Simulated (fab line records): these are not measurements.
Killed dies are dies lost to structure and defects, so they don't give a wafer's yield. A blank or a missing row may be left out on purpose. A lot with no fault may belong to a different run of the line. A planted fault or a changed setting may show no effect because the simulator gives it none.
Chamber matching | flow n5Finfet | 4 sister chambers for N5_BEOL_M5_STRIP_64 on rieDiel-03
The step strips in CF4. 16 wafers are shown with their chamber, then 8 later ones without.

== EACH WAFER AND ITS CHAMBER ==
wafer  | chamber | drypumpMotorCurrentA (A) | showerheadPlenumPTorr (Torr) | throttleValvePct (%)
L079.2 | 3       | 4.8                      | 1.75                         | 13.66
L079.4 | 0       | 5.2                      | 1.70                         | 13.95
L079.5 | 0       | 5.2                      | 1.70                         | 13.96
L080.3 | 2       | 5.4                      | 1.88                         | 13.77
L080.5 | 0       | 5.2                      | 1.70                         | 13.95
L080.6 | 1       | 5.9                      | 1.82                         | 13.42
L081.1 | 2       | 5.4                      | 1.88                         | 13.80
L081.3 | 3       | 4.7                      | 1.74                         | 13.69
L081.5 | 1       | 5.9                      | 1.82                         | 13.43
L083.2 | 3       | 4.8                      | 1.74                         | 13.68
L083.5 | 1       | 5.9                      | 1.82                         | 13.47
L083.6 | 3       | 4.8                      | 1.74                         | 13.69
L086.1 | 2       | 5.4                      | 1.88                         | 13.79
L086.2 | 3       | 4.7                      | 1.74                         | 13.69
L086.3 | 1       | 5.9                      | 1.82                         | 13.45
L090.3 | 0       | 5.2                      | 1.91                         | 13.42

SIGNATURES, as means of the wafers listed above
reading               | chamber 0 | chamber 1 | chamber 2 | chamber 3 | scatter within a chamber
drypumpMotorCurrentA  | 5.200     | 5.900     | 5.400     | 4.760     | 0.0316
showerheadPlenumPTorr | 1.7525    | 1.8200    | 1.8800    | 1.7420    | 0.0526
throttleValvePct      | 13.8200   | 13.4425   | 13.7867   | 13.6820   | 0.134
Rule: distance of a wafer from a chamber = root of the sum over the readings of ((wafer's reading minus chamber's mean) / reading's scatter) squared. If the next closest chamber is less than 2 further off than the closest, the wafer can't be placed; otherwise it belongs to the closest. How the scatter is found: for the shown wafers, subtract from each reading the mean of its chamber, square and add these, divide the total by (wafers less chambers), then take the root.

== WAFERS WITHOUT THEIR CHAMBER ==
wafer  | drypumpMotorCurrentA (A) | showerheadPlenumPTorr (Torr) | throttleValvePct (%)
L090.5 | 5.9                      | 1.82                         | 13.48
L090.6 | 5.4                      | 1.87                         | 13.83
L093.1 | 5.9                      | 1.81                         | 13.51
L093.3 | 5.4                      | 1.87                         | 13.84
L093.6 | 5.9                      | 1.81                         | 13.48
L095.3 | 5.9                      | 1.81                         | 13.50
L095.4 | 5.9                      | 1.81                         | 13.49
L095.5 | 5.2                      | 1.90                         | 13.44

== EACH ONE'S CHAMBER ==
wafer  | from the rows above | in truth
L090.5 | 1                   | 1
L090.6 | 2                   | 2
L093.1 | 1                   | 1
L093.3 | 2                   | 2
L093.6 | 1                   | 1
L095.3 | 1                   | 1
L095.4 | 1                   | 1
L095.5 | 0                   | 0
8 of 8 placed correctly. Can't be placed from these rows: 0. Placed wrongly: 0.
